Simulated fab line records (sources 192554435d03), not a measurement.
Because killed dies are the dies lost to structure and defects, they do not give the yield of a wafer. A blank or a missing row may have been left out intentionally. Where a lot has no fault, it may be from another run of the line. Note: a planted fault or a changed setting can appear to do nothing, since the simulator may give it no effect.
A struck lot beside a sound one || flow n5 finfet || 37 steps out of a route of 1938
Sound: wafers L570.1, L570.2, L570.4. Struck: wafers L584.1, L584.6 (left out: L584.3, a lot-mate that was not struck); the cause follows at the end.
Order at every step that has rows: each side's tool, ch and its chambers, its first start. Under that, the readings that differ: sound wafers || struck wafers || difference of the means || sigmas: that difference in standard deviations of wafers without a fault.
alike: a reading whose means differ by less than 2 such deviations, as well as words and numbers matching on both sides. not compared: withheld readings; readings where some wafer has no value; bounds like >300 that might hide an equal value; numbers whose values overlap and for which the record gives no deviation.
Wherever a step has rows on one side only, a row that says differs or no value, or a row with sigmas, the two part there. Non-overlapping numbers with no deviation appear without sigmas and do not part them. Lack of a reading on every wafer of one side parts them only where that side has two or more wafers.

first, 8 steps without rows for these wafers: N5_BEOL_M2_ECD_50 (material Cu, target thk 300 nm); N5_BEOL_M2_ANNEAL_51 (time 90 s); N5_BEOL_M2_CMP_52 (polishes, stops on SiOC, t overpolish 6.8 s, target thk 40 nm); N5_BEOL_M2_PRE_CLEAN_60 (time 15 s); N5_BEOL_M2_CO_CAP_55 (material Co, precursor CCTBA/H2, target thk 2 nm, time 102.1 s); N5_BEOL_M2_PRE_CLEAN_56 (time 15 s); N5_BEOL_M2_DEP_57 (deposits SiCN from 3MS/NH3, target thk 8 nm, time 14 s); N5_BEOL_M3_ILD_DEP_00 (deposits SiOC from DEMS/O2, target thk 79 nm, time 15.3 s).
N5_BEOL_M3_PECVD_72: deposits SiO2 from TEOS/O2, target thk 16 nm, time 18 s.
  sound on pecvd-01 ch 0,1,2, day 7 07:25; struck on pecvd-01 ch 0,1, day 10 18:04
{"reading": "model.SiO2_of_BEOL_M3_PECVD_72.thk nm (nm)", "sound": "16 15.6 16.2", "struck": "19 19.2", "difference": "+3", "sigmas": ""}
  alike: heater power w, showerhead plenum p Torr, showerhead vpp V, throttle valve pct
then, 25 steps without rows for these wafers: N5_BEOL_M3_HM_DEP_02 (deposits TiN, target thk 20 nm); N5_BEOL_M3_COAT_61 (time 60 s, resist thk 60 nm); N5_BEOL_M3_COAT_62 (time 60 s, resist thk 12 nm); N5_BEOL_M3_COAT_73 (time 60 s, resist thk 5 nm); N5_BEOL_M3_COAT_05 (resist thk 30 nm); N5_BEOL_M3_EBR_07; N5_BEOL_M3_SOFTBAKE_06 (time 60 s); N5_BEOL_M3_EXPOSE_08 (exposes mask M3); N5_BEOL_M3_PEB_09 (peb time 60 s); N5_BEOL_M3_DEVELOP_10 (develop time 30 s); N5_BEOL_M3_DESCUM_16 (chemistry O2, time 7 s); N5_BEOL_M3_ETCH_74 (etches underlayer in N2/H2, target depth 6.5 nm, time 5.2 s); N5_BEOL_M3_ETCH_63 (etches SiARC in CF4, target depth 15.6 nm, time 26 s); N5_BEOL_M3_ETCH_64 (etches SOC in N2/H2, target depth 75 nm, overetch 15 nm, time 112.5 s); N5_BEOL_M3_STRIP_65 (strips in N2/H2); N5_BEOL_M3_STRIP_75 (strips in N2/H2); N5_BEOL_M3_STRIP_66 (strips in CF4); N5_BEOL_M3_HM_OPEN_17 (chemistry Cl2/BCl3, target TiN, target depth 20 nm, overetch 6 nm); N5_BEOL_M3_STRIP_19 (strips in O2); N5_BEOL_M3_COAT_67 (time 60 s, resist thk 60 nm); N5_BEOL_M3_COAT_68 (time 60 s, resist thk 12 nm); N5_BEOL_M3_COAT_76 (time 60 s, resist thk 5 nm); N5_BEOL_M3_COAT_22 (resist thk 30 nm); N5_BEOL_M3_EBR_24; N5_BEOL_M3_SOFTBAKE_23 (time 60 s).
N5_BEOL_M3_HM_STRIP_39: strips TiN in peroxide tin strip, target depth 25 nm, time 158 s.
  sound on wet bench-03 ch 0,2,3, day 7 22:35; struck on wet bench-03 ch 0,1, day 11 01:42
{"reading": "model.SiO2_of_BEOL_M3_PECVD_72.thk nm (nm)", "sound": "15.8 15.6 16", "struck": "18.8 19.2", "difference": "+3.2", "sigmas": ""}
  alike: bath heat duty pct
N5_BEOL_M3_CMP_52: polishes, stops on SiOC, t overpolish 6.8 s, target thk 40 nm.
  sound on cmp-02 ch 0,1,3, day 8 02:37; struck on cmp-04 ch 0,3, day 11 05:04
{"reading": "barrier field endpoint s (s)", "sound": "24.4 24.4 24.7", "struck": "29.1 29.1", "difference": "+4.6", "sigmas": "+8"}
  alike: motor current A
N5_BEOL_M4_RC_MEAS_101:
  sound on prober-02 ch 0, day 8 20:35; struck on prober-01 ch 0, day 11 17:16
{"reading": "SS_P (mV/dec)", "sound": "71.9 72.4 72.5", "struck": "73.1 74.1", "difference": "+1.3", "sigmas": "+2"}
  alike: DIBL_N, DIBL_P, IOFF_N, IOFF_P, ION_N, ION_P, SS_N, VT_N, VT_P

== WHERE THEY PART ==
Last at N5_BEOL_M4_RC_MEAS_101 as far as this record goes, first at N5_BEOL_M3_CMP_52.

WHY: what the simulator had put in
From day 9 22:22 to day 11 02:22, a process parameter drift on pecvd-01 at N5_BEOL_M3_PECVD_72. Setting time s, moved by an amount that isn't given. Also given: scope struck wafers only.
